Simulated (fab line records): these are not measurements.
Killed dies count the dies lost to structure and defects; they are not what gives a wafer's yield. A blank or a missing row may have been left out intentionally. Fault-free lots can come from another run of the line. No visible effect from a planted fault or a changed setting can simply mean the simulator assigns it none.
Chamber matching | flow nand harc | NHARC_A_STAIRCASE_DEP_156 on pecvd-04: 3 sister chambers
The step deposits SiNx, target thk 50 nm. 6 wafers are shown with their chamber, then 11 later ones without.

== WAFERS WITH THEIR CHAMBER ==
wafer  | chamber | heater power w (W)
L077.6 | 0       | 695
L081.4 | 2       | 815
L081.3 | 1       | 687
L081.5 | 2       | 810
L081.6 | 1       | 683
L082.2 | 0       | 657

== WAFERS WHOSE CHAMBER IS MISSING ==
wafer  | heater power w (W)
L082.5 | 672
L082.6 | 691
L084.1 | 653
L084.3 | 919
L084.6 | 910
L090.1 | 634
L090.3 | 643
L090.6 | 636
L096.4 | 859
L096.5 | 612
L096.6 | 710

== EACH ONE'S CHAMBER ==
wafer  | from the rows above     | in truth
L082.5 | can't be placed: 0 or 1 | 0
L082.6 | can't be placed: 1 or 0 | 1
L084.1 | can't be placed: 0 or 1 | 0
L084.3 | 2                       | 2
L084.6 | 2                       | 2
L090.1 | can't be placed: 0 or 1 | 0
L090.3 | can't be placed: 0 or 1 | 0
L090.6 | can't be placed: 0 or 1 | 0
L096.4 | 2                       | 2
L096.5 | can't be placed: 0 or 1 | 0
L096.6 | can't be placed: 1 or 0 | 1
Correct placement for 3 of the 11. From these rows, 8 cannot be placed; in 8 the true chamber is one of the candidates. 0 placed wrongly.
How it was worked out, from the rows above alone: a wafer's distance from a chamber is the root of the sum, over the readings, of the square of ((its reading less the chamber's mean) divided by the reading's scatter). The wafer belongs to the nearest chamber; if the next one is less than 2 further off, it can't be placed. A chamber's mean is the mean of its shown wafers. The scatter: the root of (the sum of the squares of (reading less its chamber's mean) over the shown wafers, divided by (wafers less chambers)).
